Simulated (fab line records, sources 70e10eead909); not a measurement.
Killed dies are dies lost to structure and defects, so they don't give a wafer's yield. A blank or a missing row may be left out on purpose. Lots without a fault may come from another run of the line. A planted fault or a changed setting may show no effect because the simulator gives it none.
A struck lot beside a sound one | flow nand_harc | 40 steps out of a route of 1159
Sound: wafers L624.3, L624.4, L624.5. Struck: wafer L622.1. (L622.5, L622.6 of the same lot were not struck and are left out.) The cause comes at the end.
At each step with rows: each side's tool, then ch and its chambers, then its first start. Under that, the readings that differ: sound wafers | struck wafers | difference of the means | sigmas: that difference in standard deviations of wafers without a fault.
alike: readings whose means differ by less than 2 such deviations, and words and numbers that are the same on both sides. not compared: withheld readings, readings that some wafer has no value for, bounds like >300 that may hide the same value, and numbers for which the record gives no deviation and whose values overlap.
The two part at a step that has a row with sigmas, a row that says differs or no value, or rows on one side only. Numbers that don't overlap but have no deviation are shown without sigmas and don't part them. A reading that every wafer of one side lacks parts them only if that side has two wafers or more.

first, 8 steps without rows for these wafers: NHARC_A_SLIT_DEHYDRATE_01 (time 120 s); NHARC_A_SLIT_HMDS_02 (time 30 s); NHARC_A_SLIT_COAT_03 (resist thk 90 nm); NHARC_A_SLIT_SOFTBAKE_04 (time 55 s); NHARC_A_SLIT_EBR_05; NHARC_A_SLIT_EXPOSE_06 (exposes mask SLIT); NHARC_A_SLIT_PEB_07 (peb time 65 s); NHARC_A_SLIT_DEVELOP_08 (develop time 35 s).
NHARC_A_SLIT_CD_MEAS_09: target cd 300 nm.
  sound on cd_sem-01 ch 0, day 17 22:10; struck on cd_sem-03 ch 0, day 17 10:32
  alike: cd_nm
NHARC_A_SLIT_OVL_MEAS_10:
  sound on overlay-02, day 17 22:15; struck on overlay-01, day 17 10:37
  reading           | sound        | struck | difference | sigmas
  overlay_y_nm (nm) | -0.2 0.0 0.0 | -1.6   | -1.5       | -2
  alike: overlay_x_nm
NHARC_A_SLIT_INSPECT_11:
  sound on defect_inspect-01, day 17 22:17; struck on defect_inspect-02, day 17 10:40
  alike: raw_defect_count
NHARC_A_SLIT_DESCUM_14: chemistry O2, time 3 s.
  sound on rie_diel-05 ch 0,2, day 17 22:20; struck on rie_diel-06 ch 0, day 17 10:43
  alike: drypump_motor_current_A, oes_product_au, rf_vpp_V, showerhead_plenum_p_Torr, throttle_valve_pct
  not compared: rf_hours_counter_h
NHARC_A_SLIT_ETCH_24: etches the open film in CF4/CHF3, target depth 121 nm, time 60.5 s.
  sound on rie_diel-05 ch 0,1,2, day 17 22:28; struck on rie_diel-06 ch 3, day 17 10:49
  alike: drypump_motor_current_A, oes_product_au, rf_vpp_V, showerhead_plenum_p_Torr, throttle_valve_pct
  not compared: rf_hours_counter_h
then, 8 steps without rows for these wafers: NHARC_A_SLIT_ETCH_15 (etches the open film in O2/COS, target depth 3200 nm, time 832 s); NHARC_A_SLIT_ETCH_17 (etches the open film in C4F8/O2/Ar, time 1687.5 s, target depth 10100 nm); NHARC_A_SLIT_ETCH_26 (etches the open film in C4F8/O2/Ar, time 90 s, target depth 400 nm); NHARC_A_SLIT_STRIP_28 (strips in O2/COS); NHARC_A_SLIT_ETCH_29 (etches the open film in CF4/O2, target depth 100 nm, overetch 10 nm, time 55 s); NHARC_A_SLIT_STRIP_18 (strips in O2); NHARC_A_SLIT_PRECLEAN_19 (cleans in SC1); NHARC_A_SLIT_SRD_20.
NHARC_A_SLIT_CD_MEAS_21:
  sound on cd_sem-01, day 18 01:59; struck on cd_sem-02, day 17 14:08
  alike: cd_nm
then, 3 steps without rows for these wafers: NHARC_A_SIN_REMOVE_WET_00 (chemistry H3PO4, time 15300 s); NHARC_A_SIN_REMOVE_PRECLEAN_01 (cleans in SC1); NHARC_A_SIN_REMOVE_SRD_02.
NHARC_A_SIN_REMOVE_INSPECT_04:
  sound on defect_inspect-01, day 18 09:44; struck on defect_inspect-02, day 17 21:52
  alike: raw_defect_count
then, 1 step without rows for these wafers: NHARC_A_WL_FILL_ALD_00 (deposits Al2O3, target thk 3 nm, pulse time 3 s, ald cycles 30).
NHARC_A_WL_FILL_RTA_01: time 5 s.
  sound on rtp_anneal-01 ch 0, day 18 10:07; struck on rtp_anneal-01 ch 0, day 18 00:24
  alike: lamp_power_pct, wafer_temp_C_max
NHARC_A_WL_FILL_ALD_02: deposits TiN, target thk 2 nm, pulse time 3 s, ald cycles 100.
  sound on ald_metal-01 ch 0,1, day 18 10:17; struck on ald_metal-01 ch 0, day 18 00:41
  alike: heater_power_w, precursor_pulse_height_rel
NHARC_A_WL_FILL_CVD_03: deposits W, target thk 40 nm, time 3302 s.
  sound on cvd_w-01 ch 0,1, day 18 15:49; struck on cvd_w-01 ch 1, day 18 04:23
  alike: heater_power_w, throttle_valve_pct
then, 7 steps without rows for these wafers: NHARC_A_WL_FILL_ETCHBACK_04 (etches the open film in NF3, target depth 60 nm, time 120 s); NHARC_A_WL_FILL_ETCHBACK_05 (etches the open film in Cl2/BCl3, target depth 22 nm, time 60 s); NHARC_A_WL_FILL_STRIP_27 (strips in N2/H2, time 20 s); NHARC_A_WL_FILL_STRIP_28 (strips in post etch residue remover, time 1200 s); NHARC_A_WL_FILL_PRECLEAN_06 (cleans in DIW, time 300 s); NHARC_A_WL_FILL_SRD_07; NHARC_A_WL_FILL_ANNEAL_08 (time 1800 s).
NHARC_A_WL_FILL_ALD_10: deposits SiO2, target thk 50 nm, pulse time 10 s, ald cycles 500.
  sound on ald_hk-04 ch 0,1,2, day 18 23:46; struck on ald_hk-02 ch 1, day 18 13:51
  alike: heater_power_w, precursor_pulse_height_rel
then, 1 step without rows for these wafers: NHARC_A_WL_FILL_ETCHBACK_16 (etches the open film in C4F8/O2/Ar, target depth 88 nm, time 17.6 s).
-- the record jumps here: 7 days lie between the struck wafers' starts before and after (it left off in module A_WL_FILL and takes up again in module END, whose first step shown is number 1159 of the route) --
NHARC_END_SORT_01:
  the record has rows for the struck wafers here (prober-02 ch 0, day 25 10:52) and none for the sound ones

WHERE THEY PART
First at NHARC_A_SLIT_OVL_MEAS_10; last, within this record, at NHARC_END_SORT_01.

WHY: what the simulator had put in
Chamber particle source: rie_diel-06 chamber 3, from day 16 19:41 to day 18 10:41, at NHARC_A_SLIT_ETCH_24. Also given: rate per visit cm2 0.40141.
